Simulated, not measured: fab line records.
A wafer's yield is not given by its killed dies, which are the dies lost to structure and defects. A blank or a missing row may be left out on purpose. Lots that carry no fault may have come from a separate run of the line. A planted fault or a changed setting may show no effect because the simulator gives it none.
Chamber matching | flow n5Finfet | N5_FIN_CUT_ETCH_20 on rieDiel-06 has 4 sister chambers
The step etches SiARC in CF4, target depth 26 nm, time 43.3 s. 4 wafers are shown with their chamber, then 11 later ones without.

== WAFERS, EACH WITH ITS CHAMBER ==
wafer  | chamber | throttleValvePct (%)
L085.6 | 2       | 15.62
L087.1 | 0       | 15.72
L087.2 | 1       | 15.21
L088.1 | 3       | 15.89

== WAFERS WHOSE CHAMBER IS MISSING ==
wafer  | throttleValvePct (%)
L088.2 | 15.71
L088.3 | 15.63
L088.4 | 15.21
L088.5 | 15.89
L088.6 | 15.62
L097.1 | 15.24
L097.2 | 15.65
L097.3 | 15.76
L097.4 | 15.24
L097.5 | 15.65
L097.6 | 15.77

== EACH ONE'S CHAMBER ==
wafer  | from the rows above     | in truth
L088.2 | 0                       | 0
L088.3 | 2                       | 2
L088.4 | 1                       | 1
L088.5 | 3                       | 3
L088.6 | 2                       | 2
L097.1 | 1                       | 1
L097.2 | can't be placed: 2 or 0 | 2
L097.3 | 0                       | 0
L097.4 | 1                       | 1
L097.5 | can't be placed: 2 or 0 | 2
L097.6 | 0                       | 0
Correctly placed: 9 of 11. Cannot be placed on the basis of these rows: 2; the candidates contain the true chamber in 2. Placed wrongly: 0.
How it was worked out, from the rows above alone: a wafer's distance from a chamber is the root of the sum, over the readings, of the square of ((its reading less the chamber's mean) divided by the reading's scatter). The wafer belongs to the nearest chamber; if the next one is less than 2 further off, it can't be placed. The mean given for a chamber averages the wafers shown for that chamber. The scatter: root of mean squared gap, hidden wafer to nearest shown wafer, with one shown wafer a chamber.
